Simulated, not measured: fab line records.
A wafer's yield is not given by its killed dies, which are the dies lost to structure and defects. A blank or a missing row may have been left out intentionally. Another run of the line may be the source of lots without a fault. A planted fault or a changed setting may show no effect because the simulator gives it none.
Which tool was responsible? -- flow nand_harc -- Sampling: 7 lots, 21 wafers, 3 of 1302 route steps

== WHAT THE GAUGES SHOWED, per wafer ==
NHARC_A_ONON_D1_THK_MEAS_14: measures by ellipsometry.
lot,measured,on,thk_nm (nm)
L153,day 8 05:15,film_metro-02,1013 1013 1013
L156,day 9 11:05,film_metro-01,1004 1005 1005
L158,day 10 01:51,film_metro-01,1004 1004 1005
L161,day 11 17:14,film_metro-02,992 994 992
L164,day 12 18:04,film_metro-01,630 630 630
L172,day 16 02:53,film_metro-01,997 996 996
L175,day 17 10:53,film_metro-01,998 997 996

== WHICH TOOL RAN EACH LOT (tool, then ch and the chambers of the sampled wafers, then the start) ==
lot,NHARC_A_ZERO_WELL_ETCH_13,NHARC_A_ONON_D1_DEP_12
L153,"rie_si-05 ch 1,2,3, day 7 04:57","pecvd_onon-04 ch 0, day 8 04:46"
L156,"rie_si-04 ch 0,1,2, day 8 10:30","pecvd_onon-01 ch 0, day 9 10:35"
L158,"rie_si-03 ch 0,2,3, day 9 02:20","pecvd_onon-02 ch 0, day 10 01:20"
L161,"rie_si-03 ch 0,3, day 10 15:17","pecvd_onon-02 ch 0, day 11 16:50"
L164,"rie_si-03 ch 1,2, day 11 15:47","pecvd_onon-02 ch 0, day 12 17:33"
L172,"rie_si-04 ch 0,3, day 15 02:17","pecvd_onon-02 ch 0, day 16 02:22"
L175,"rie_si-03 ch 1,2,3, day 16 09:35","pecvd_onon-02 ch 0, day 17 10:22"
- NHARC_A_ZERO_WELL_ETCH_13: etches the open film in HBr/Cl2, target depth 120 nm, time 40.1 s.
- NHARC_A_ONON_D1_DEP_12: target thk 1000 nm.

== THE ANSWER, worked out from the rows above alone ==
Rule: usual is defined by the lots themselves. The widest of any qualifying gaps counts: lots, ordered by their means at a reading, are off when they make up no more than a third of the lots, leave a main group of 4 or more, and stand apart from it by 3 or more times the standard deviation of that group's means. The tables above print the reading to a certain number of digits; a main group whose means all agree to those digits is not used. Also off: a lot with no number at a reading for which 4 or more lots have one. All remaining lots with rows at the step are treated as sound.
Off: L164 (NHARC_A_ONON_D1_THK_MEAS_14, thk_nm). Main group: mean 1001 nm, sd 6.8.
A tool fits if, at a process step before that reading, it ran every lot that is off, and no sound lot after the first of them. Gauges at NHARC_A_ONON_D1_THK_MEAS_14: tried the same way as those tools. Of those tried, none fits.

== WHAT THE SIMULATOR HAD INSERTED ==
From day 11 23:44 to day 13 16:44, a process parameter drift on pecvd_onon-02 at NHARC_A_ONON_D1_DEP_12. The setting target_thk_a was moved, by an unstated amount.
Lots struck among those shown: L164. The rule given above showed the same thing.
